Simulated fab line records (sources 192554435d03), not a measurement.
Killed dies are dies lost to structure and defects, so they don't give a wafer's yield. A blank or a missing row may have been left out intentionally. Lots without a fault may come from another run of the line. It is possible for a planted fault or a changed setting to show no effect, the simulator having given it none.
Which tool was responsible? / flow n5Finfet / 10 lots, 27 wafers sampled, at 6 steps of a route of 1938

== WHAT THE GAUGES SHOWED, per wafer ==
N5_PMOS_HMC_CHANNEL_EPI_OVL_MEAS_10.
lot=L716; measured=day 1 23:20; on=overlay-01; PMOS_HMC_BLK_OVL (nm)=-0.8 -0.8 -0.4
lot=L718; measured=day 2 11:08; on=overlay-02; PMOS_HMC_BLK_OVL (nm)=-1.9 -1.2 -0.1
lot=L720; measured=day 2 23:13; on=overlay-02; PMOS_HMC_BLK_OVL (nm)=-2.1 -1.4 -2.1
lot=L724; measured=day 3 23:38; on=overlay-02; PMOS_HMC_BLK_OVL (nm)=-0.5 -2.1
lot=L726; measured=day 4 12:13; on=overlay-02; PMOS_HMC_BLK_OVL (nm)=-0.7 -0.4
lot=L727; measured=day 4 17:51; on=overlay-02; PMOS_HMC_BLK_OVL (nm)=-1.1 -1.2
lot=L730; measured=day 5 11:46; on=overlay-02; PMOS_HMC_BLK_OVL (nm)=0.8 0.7 -1.4
lot=L732; measured=day 5 23:54; on=overlay-01; PMOS_HMC_BLK_OVL (nm)=-1.3 -0.7 -0.6
lot=L737; measured=day 7 05:43; on=overlay-01; PMOS_HMC_BLK_OVL (nm)=-0.5 -0.1 -0.6
lot=L738; measured=day 7 11:37; on=overlay-02; PMOS_HMC_BLK_OVL (nm)=-0.8 -1.0 0.3

N5_PMOS_HMC_CHANNEL_EPI_THK_MEAS_22.
lot=L716; measured=day 2 01:40; on=filmMetro-01; HMC_CMP_THK (nm)=54.1 53.4 55.5
lot=L718; measured=day 2 14:01; on=filmMetro-02; HMC_CMP_THK (nm)=53.0 54.3 53.0
lot=L720; measured=day 3 02:41; on=filmMetro-01; HMC_CMP_THK (nm)=54.0 53.5 52.6
lot=L724; measured=day 4 02:35; on=filmMetro-02; HMC_CMP_THK (nm)=34.7 53.9
lot=L726; measured=day 4 15:14; on=filmMetro-02; HMC_CMP_THK (nm)=34.3 53.9
lot=L727; measured=day 4 21:23; on=filmMetro-02; HMC_CMP_THK (nm)=34.6 53.9
lot=L730; measured=day 5 14:35; on=filmMetro-01; HMC_CMP_THK (nm)=53.2 54.0 53.4
lot=L732; measured=day 6 02:38; on=filmMetro-01; HMC_CMP_THK (nm)=53.1 53.3 53.6
lot=L737; measured=day 7 08:07; on=filmMetro-01; HMC_CMP_THK (nm)=52.8 54.2 52.7
lot=L738; measured=day 7 13:59; on=filmMetro-01; HMC_CMP_THK (nm)=54.9 53.4 53.8

N5_BEOL_M4_RC_MEAS_101.
lot=L716; measured=day 8 02:58; on=prober-01; CJ_P=5.75 6.09 5.54; DIBL_N (mV/V)=37.7 36.9 36.8; DIBL_P (mV/V)=38.6 36.7 37.4; IOFF_N (nA/um)=0.156 0.151 0.145; IOFF_P (nA/um)=0.22 0.20 0.21; ION_N (uA/um)=647 672 674; ION_P (uA/um)=451 461 464; SS_N (mV/dec)=72.1 70.9 70.4; SS_P (mV/dec)=73.9 72.5 73.5; VT_N (mV)=252 252 250; VT_P (mV)=-247 -248 -248
lot=L718; measured=day 9 00:37; on=prober-01; CJ_P=5.86 5.53 5.78; DIBL_N (mV/V)=36.3 36.9 38.3; DIBL_P (mV/V)=34.1 34.5 36.7; IOFF_N (nA/um)=0.138 0.141 0.175; IOFF_P (nA/um)=0.20 0.21 0.24; ION_N (uA/um)=662 675 677; ION_P (uA/um)=464 469 468; SS_N (mV/dec)=71.5 70.9 71.1; SS_P (mV/dec)=73.2 73.8 73.7; VT_N (mV)=253 253 247; VT_P (mV)=-248 -248 -248
lot=L720; measured=day 9 04:34; on=prober-01; CJ_P=5.83 5.92 6.07; DIBL_N (mV/V)=37.6 37.9 36.8; DIBL_P (mV/V)=36.9 37.5 35.5; IOFF_N (nA/um)=0.169 0.162 0.147; IOFF_P (nA/um)=0.20 0.22 0.18; ION_N (uA/um)=693 684 675; ION_P (uA/um)=465 461 462; SS_N (mV/dec)=71.9 71.7 71.4; SS_P (mV/dec)=73.8 74.0 72.9; VT_N (mV)=245 247 251; VT_P (mV)=-252 -249 -254
lot=L724; measured=day 10 02:06; on=prober-02; CJ_P=6.39 5.81; DIBL_N (mV/V)=36.0 35.2; DIBL_P (mV/V)=36.4 34.7; IOFF_N (nA/um)=0.134 0.137; IOFF_P (nA/um)=0.15 0.19; ION_N (uA/um)=676 677; ION_P (uA/um)=377 468; SS_N (mV/dec)=71.1 70.8; SS_P (mV/dec)=72.9 72.4; VT_N (mV)=253 250; VT_P (mV)=-256 -249
lot=L726; measured=day 10 15:32; on=prober-01; CJ_P=6.52 5.74; DIBL_N (mV/V)=35.1 34.7; DIBL_P (mV/V)=34.8 35.5; IOFF_N (nA/um)=0.135 0.142; IOFF_P (nA/um)=0.14 0.19; ION_N (uA/um)=666 678; ION_P (uA/um)=376 463; SS_N (mV/dec)=71.8 71.1; SS_P (mV/dec)=71.8 72.4; VT_N (mV)=252 249; VT_P (mV)=-257 -250
lot=L727; measured=day 11 02:08; on=prober-01; CJ_P=6.46 5.81; DIBL_N (mV/V)=35.6 34.9; DIBL_P (mV/V)=36.8 35.4; IOFF_N (nA/um)=0.158 0.152; IOFF_P (nA/um)=0.16 0.20; ION_N (uA/um)=679 679; ION_P (uA/um)=377 460; SS_N (mV/dec)=71.1 71.2; SS_P (mV/dec)=73.6 73.0; VT_N (mV)=248 250; VT_P (mV)=-261 -249
lot=L730; measured=day 11 22:08; on=prober-02; CJ_P=5.85 5.52 5.79; DIBL_N (mV/V)=32.9 35.7 34.3; DIBL_P (mV/V)=33.5 35.7 34.1; IOFF_N (nA/um)=0.126 0.171 0.139; IOFF_P (nA/um)=0.21 0.24 0.22; ION_N (uA/um)=676 688 684; ION_P (uA/um)=472 475 471; SS_N (mV/dec)=70.3 71.7 71.1; SS_P (mV/dec)=73.4 74.5 73.3; VT_N (mV)=251 247 252; VT_P (mV)=-248 -245 -244
lot=L732; measured=day 12 00:12; on=prober-02; CJ_P=5.81 6.01 5.82; DIBL_N (mV/V)=38.4 32.6 36.1; DIBL_P (mV/V)=39.2 32.9 37.3; IOFF_N (nA/um)=0.153 0.076 0.117; IOFF_P (nA/um)=0.18 0.12 0.16; ION_N (uA/um)=669 626 662; ION_P (uA/um)=448 430 449; SS_N (mV/dec)=71.5 70.0 70.3; SS_P (mV/dec)=74.0 71.7 73.5; VT_N (mV)=255 266 259; VT_P (mV)=-254 -260 -257
lot=L737; measured=day 13 18:52; on=prober-02; CJ_P=5.90 5.82 6.04; DIBL_N (mV/V)=35.8 38.4 35.3; DIBL_P (mV/V)=35.0 37.4 33.1; IOFF_N (nA/um)=0.147 0.197 0.138; IOFF_P (nA/um)=0.19 0.24 0.18; ION_N (uA/um)=677 691 682; ION_P (uA/um)=463 478 464; SS_N (mV/dec)=71.3 71.6 71.0; SS_P (mV/dec)=72.4 72.5 71.9; VT_N (mV)=250 246 254; VT_P (mV)=-248 -247 -250
lot=L738; measured=day 13 22:43; on=prober-02; CJ_P=5.73 5.89 5.76; DIBL_N (mV/V)=34.5 35.1 35.3; DIBL_P (mV/V)=34.1 35.6 35.2; IOFF_N (nA/um)=0.145 0.163 0.164; IOFF_P (nA/um)=0.19 0.21 0.21; ION_N (uA/um)=673 687 692; ION_P (uA/um)=471 470 469; SS_N (mV/dec)=70.7 70.5 70.9; SS_P (mV/dec)=72.4 72.9 72.9; VT_N (mV)=249 246 247; VT_P (mV)=-249 -247 -247

== EACH LOT AND THE TOOL THAT RAN IT (in order: tool; ch and the chambers of the sampled wafers; start) ==
lot=L716; N5_PMOS_HMC_CHANNEL_EPI_HM_DEP_34=pecvd-02 ch 0,2, day 1 22:54; N5_PMOS_HMC_CHANNEL_EPI_FIN_RECESS_16=rieSi-02 ch 1,2,3, day 1 23:51; N5_FIN_SAQP_DENSIFY_62=rtpAnneal-01 ch 0, day 2 02:34
lot=L718; N5_PMOS_HMC_CHANNEL_EPI_HM_DEP_34=pecvd-04 ch 0,1, day 2 10:41; N5_PMOS_HMC_CHANNEL_EPI_FIN_RECESS_16=rieSi-06 ch 0,2,3, day 2 11:49; N5_FIN_SAQP_DENSIFY_62=rtpAnneal-02 ch 0, day 2 14:58
lot=L720; N5_PMOS_HMC_CHANNEL_EPI_HM_DEP_34=pecvd-03 ch 0,1, day 2 22:47; N5_PMOS_HMC_CHANNEL_EPI_FIN_RECESS_16=rieSi-02 ch 0,1,3, day 3 00:29; N5_FIN_SAQP_DENSIFY_62=rtpAnneal-01 ch 0, day 3 03:56
lot=L724; N5_PMOS_HMC_CHANNEL_EPI_HM_DEP_34=pecvd-03 ch 0,2, day 3 23:11; N5_PMOS_HMC_CHANNEL_EPI_FIN_RECESS_16=rieSi-02 ch 0,3, day 4 00:17; N5_FIN_SAQP_DENSIFY_62=rtpAnneal-01 ch 0, day 4 03:34
lot=L726; N5_PMOS_HMC_CHANNEL_EPI_HM_DEP_34=pecvd-02 ch 0,1, day 4 11:47; N5_PMOS_HMC_CHANNEL_EPI_FIN_RECESS_16=rieSi-02 ch 0,3, day 4 12:56; N5_FIN_SAQP_DENSIFY_62=rtpAnneal-01 ch 0, day 4 16:37
lot=L727; N5_PMOS_HMC_CHANNEL_EPI_HM_DEP_34=pecvd-04 ch 0, day 4 17:31; N5_PMOS_HMC_CHANNEL_EPI_FIN_RECESS_16=rieSi-02 ch 0,3, day 4 18:38; N5_FIN_SAQP_DENSIFY_62=rtpAnneal-02 ch 0, day 4 23:07
lot=L730; N5_PMOS_HMC_CHANNEL_EPI_HM_DEP_34=pecvd-04 ch 0,1, day 5 11:27; N5_PMOS_HMC_CHANNEL_EPI_FIN_RECESS_16=rieSi-01 ch 1,2,3, day 5 12:31; N5_FIN_SAQP_DENSIFY_62=rtpAnneal-01 ch 0, day 5 15:58
lot=L732; N5_PMOS_HMC_CHANNEL_EPI_HM_DEP_34=pecvd-03 ch 1,2, day 5 23:28; N5_PMOS_HMC_CHANNEL_EPI_FIN_RECESS_16=rieSi-01 ch 0,1,3, day 6 00:25; N5_FIN_SAQP_DENSIFY_62=rtpAnneal-02 ch 0, day 6 03:35
lot=L737; N5_PMOS_HMC_CHANNEL_EPI_HM_DEP_34=pecvd-03 ch 0,1,2, day 7 05:17; N5_PMOS_HMC_CHANNEL_EPI_FIN_RECESS_16=rieSi-06 ch 0,1,2, day 7 06:14; N5_FIN_SAQP_DENSIFY_62=rtpAnneal-01 ch 0, day 7 09:20
lot=L738; N5_PMOS_HMC_CHANNEL_EPI_HM_DEP_34=pecvd-03 ch 0,2, day 7 11:10; N5_PMOS_HMC_CHANNEL_EPI_FIN_RECESS_16=rieSi-06 ch 0,1,3, day 7 12:11; N5_FIN_SAQP_DENSIFY_62=rtpAnneal-01 ch 0, day 7 15:06
- N5_PMOS_HMC_CHANNEL_EPI_HM_DEP_34: deposits SiO2 from TEOS/O2, target thk 36 nm, time 6.9 s.
- N5_PMOS_HMC_CHANNEL_EPI_FIN_RECESS_16: chemistry HBr/Cl2, target Si, target depth 54 nm, time 18 s.
- N5_FIN_SAQP_DENSIFY_62: time 60 s.

== AS READ BY THE TOOLS THEMSELVES (means over the sampled wafers that have a number; for cases with no such wafer, the mark the record gives instead) ==
N5_PMOS_HMC_CHANNEL_EPI_HM_DEP_34.
lot=L716; tool=pecvd-02; heaterPowerW (W)=575; showerheadPlenumPTorr (Torr)=8.351; throttleValvePct (%)=19.1
lot=L718; tool=pecvd-04; heaterPowerW (W)=551; showerheadPlenumPTorr (Torr)=8.312; throttleValvePct (%)=19.0
lot=L720; tool=pecvd-03; heaterPowerW (W)=555; showerheadPlenumPTorr (Torr)=8.377; throttleValvePct (%)=19.2
lot=L724; tool=pecvd-03; heaterPowerW (W)=466; showerheadPlenumPTorr (Torr)=8.332; throttleValvePct (%)=17.9
lot=L726; tool=pecvd-02; heaterPowerW (W)=590; showerheadPlenumPTorr (Torr)=8.343; throttleValvePct (%)=19.4
lot=L727; tool=pecvd-04; heaterPowerW (W)=534; showerheadPlenumPTorr (Torr)=8.306; throttleValvePct (%)=18.4
lot=L730; tool=pecvd-04; heaterPowerW (W)=595; showerheadPlenumPTorr (Torr)=8.330; throttleValvePct (%)=19.7
lot=L732; tool=pecvd-03; heaterPowerW (W)=593; showerheadPlenumPTorr (Torr)=8.404; throttleValvePct (%)=18.7
lot=L737; tool=pecvd-03; heaterPowerW (W)=502; showerheadPlenumPTorr (Torr)=8.364; throttleValvePct (%)=18.6
lot=L738; tool=pecvd-03; heaterPowerW (W)=419; showerheadPlenumPTorr (Torr)=8.335; throttleValvePct (%)=18.5

N5_PMOS_HMC_CHANNEL_EPI_FIN_RECESS_16.
lot=L716; tool=rieSi-02; drypumpMotorCurrentA (A)=5.83; oesProductAu (a.u.)=0.987; throttleValvePct (%)=35.5
lot=L718; tool=rieSi-06; drypumpMotorCurrentA (A)=6.06; oesProductAu (a.u.)=1.001; throttleValvePct (%)=35.7
lot=L720; tool=rieSi-02; drypumpMotorCurrentA (A)=5.63; oesProductAu (a.u.)=0.985; throttleValvePct (%)=35.4
lot=L724; tool=rieSi-02; drypumpMotorCurrentA (A)=5.53; oesProductAu (a.u.)=0.979; throttleValvePct (%)=35.5
lot=L726; tool=rieSi-02; drypumpMotorCurrentA (A)=5.54; oesProductAu (a.u.)=0.968; throttleValvePct (%)=35.5
lot=L727; tool=rieSi-02; drypumpMotorCurrentA (A)=5.54; oesProductAu (a.u.)=0.977; throttleValvePct (%)=35.5
lot=L730; tool=rieSi-01; drypumpMotorCurrentA (A)=5.74; oesProductAu (a.u.)=0.996; throttleValvePct (%)=35.5
lot=L732; tool=rieSi-01; drypumpMotorCurrentA (A)=5.88; oesProductAu (a.u.)=0.996; throttleValvePct (%)=35.8
lot=L737; tool=rieSi-06; drypumpMotorCurrentA (A)=5.90; oesProductAu (a.u.)=1.001; throttleValvePct (%)=35.9
lot=L738; tool=rieSi-06; drypumpMotorCurrentA (A)=5.99; oesProductAu (a.u.)=1.003; throttleValvePct (%)=35.8

N5_FIN_SAQP_DENSIFY_62.
lot=L716; tool=rtpAnneal-01; lampPowerPct (%)=9.81; lamp_zone_1_pct (%)=9.847; wafer_temp_C_max=703.1
lot=L718; tool=rtpAnneal-02; lampPowerPct (%)=9.88; lamp_zone_1_pct (%)=9.847; wafer_temp_C_max=703.4
lot=L720; tool=rtpAnneal-01; lampPowerPct (%)=9.82; lamp_zone_1_pct (%)=9.849; wafer_temp_C_max=703.1
lot=L724; tool=rtpAnneal-01; lampPowerPct (%)=9.89; lamp_zone_1_pct (%)=9.856; wafer_temp_C_max=704.3
lot=L726; tool=rtpAnneal-01; lampPowerPct (%)=9.84; lamp_zone_1_pct (%)=9.857; wafer_temp_C_max=702.8
lot=L727; tool=rtpAnneal-02; lampPowerPct (%)=9.88; lamp_zone_1_pct (%)=9.856; wafer_temp_C_max=703.4
lot=L730; tool=rtpAnneal-01; lampPowerPct (%)=9.86; lamp_zone_1_pct (%)=9.848; wafer_temp_C_max=703.3
lot=L732; tool=rtpAnneal-02; lampPowerPct (%)=9.79; lamp_zone_1_pct (%)=9.849; wafer_temp_C_max=703.6
lot=L737; tool=rtpAnneal-01; lampPowerPct (%)=9.87; lamp_zone_1_pct (%)=9.851; wafer_temp_C_max=703.5
lot=L738; tool=rtpAnneal-01; lampPowerPct (%)=9.89; lamp_zone_1_pct (%)=9.842; wafer_temp_C_max=703.1

== THE ANSWER, worked out from the rows above alone ==
Rule: usual is defined by the lots themselves. Put in order of their means at a reading, lots are off if they are a third of the lots or fewer, leave a main group of 4 or more, and stand apart from it by a gap of 3 or more times the standard deviation of the main group's means; of several such gaps the widest counts. If all means in a main group match to the digits the tables above print for the reading, that group is not used. Also off: a lot with no number at a reading for which 4 or more lots have one. The other lots that the step has rows for count as sound. After the gauges, taken in route order, come the tools' own readings; for these a lot's mean is taken, as printed above. At the first step where some lot is off, the reading lying furthest off is the one used; lots without a number count as furthest.
Off: L724, L726, L727, at N5_PMOS_HMC_CHANNEL_EPI_THK_MEAS_22 (HMC_CMP_THK). The main group: mean 53.6 nm, standard deviation 0.38.
A tool fits if, at a process step before that reading, it ran every lot that is off, and no sound lot after the first of them. Those tools and the gauges at N5_PMOS_HMC_CHANNEL_EPI_THK_MEAS_22 are tried in the same way. Undecided on this evidence; 2 tools fit (rieSi-02 at N5_PMOS_HMC_CHANNEL_EPI_FIN_RECESS_16, filmMetro-02 at N5_PMOS_HMC_CHANNEL_EPI_THK_MEAS_22).

== WHAT THE SIMULATOR PUT IN ==
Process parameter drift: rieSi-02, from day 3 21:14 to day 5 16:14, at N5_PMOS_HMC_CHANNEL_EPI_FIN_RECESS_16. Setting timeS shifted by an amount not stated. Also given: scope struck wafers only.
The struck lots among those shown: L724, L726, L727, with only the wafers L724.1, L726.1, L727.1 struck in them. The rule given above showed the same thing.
